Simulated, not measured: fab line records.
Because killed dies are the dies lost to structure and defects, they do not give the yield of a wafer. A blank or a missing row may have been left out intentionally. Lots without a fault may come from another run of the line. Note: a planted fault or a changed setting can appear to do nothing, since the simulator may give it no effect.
Matching of chambers || flow nand_harc || NHARC_P_GATE_DEP_103 on pecvd-02: 3 sister chambers
The step deposits SiON, target thk 30 nm. 6 wafers are shown with their chamber, then 7 later ones without.

## WAFERS, EACH WITH ITS CHAMBER
{"wafer": "L263.3", "chamber": 2, "heater_power_w (W)": 608, "heater_power_outer_w (W)": 352}
{"wafer": "L266.4", "chamber": 2, "heater_power_w (W)": 576, "heater_power_outer_w (W)": 328}
{"wafer": "L266.5", "chamber": 0, "heater_power_w (W)": 788, "heater_power_outer_w (W)": 500}
{"wafer": "L266.6", "chamber": 1, "heater_power_w (W)": 774, "heater_power_outer_w (W)": 445}
{"wafer": "L264.1", "chamber": 0, "heater_power_w (W)": 766, "heater_power_outer_w (W)": 470}
{"wafer": "L264.3", "chamber": 1, "heater_power_w (W)": 842, "heater_power_outer_w (W)": 495}

## WAFERS WITHOUT THEIR CHAMBER
{"wafer": "L264.4", "heater_power_w (W)": 843, "heater_power_outer_w (W)": 494}
{"wafer": "L271.1", "heater_power_w (W)": 620, "heater_power_outer_w (W)": 367}
{"wafer": "L271.2", "heater_power_w (W)": 705, "heater_power_outer_w (W)": 393}
{"wafer": "L271.3", "heater_power_w (W)": 706, "heater_power_outer_w (W)": 427}
{"wafer": "L270.2", "heater_power_w (W)": 651, "heater_power_outer_w (W)": 381}
{"wafer": "L270.4", "heater_power_w (W)": 788, "heater_power_outer_w (W)": 486}
{"wafer": "L270.6", "heater_power_w (W)": 712, "heater_power_outer_w (W)": 396}

## WHICH CHAMBER EACH ONE RAN IN
{"wafer": "L264.4", "from the rows above": "can't be placed: 1 or 0", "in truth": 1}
{"wafer": "L271.1", "from the rows above": 2, "in truth": 2}
{"wafer": "L271.2", "from the rows above": "can't be placed: 2 or 0 or 1", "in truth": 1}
{"wafer": "L271.3", "from the rows above": "can't be placed: 0 or 1 or 2", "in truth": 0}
{"wafer": "L270.2", "from the rows above": 2, "in truth": 2}
{"wafer": "L270.4", "from the rows above": "can't be placed: 0 or 1", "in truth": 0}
{"wafer": "L270.6", "from the rows above": "can't be placed: 0 or 1 or 2", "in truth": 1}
Placed correctly: 2 of 7. Can't be placed from these rows: 5 (the true chamber is among the candidates in 5). Number placed wrongly: 0.
How it was worked out, from the rows above alone: a wafer's distance from a chamber is the root of the sum, over the readings, of the square of ((its reading less the chamber's mean) divided by the reading's scatter). The wafer belongs to the nearest chamber; if the next one is less than 2 further off, it can't be placed. A chamber's mean is the mean of its shown wafers. The scatter: take each reading less its chamber's mean, square it, sum over the shown wafers, divide by the number of wafers less the number of chambers, and take the root.
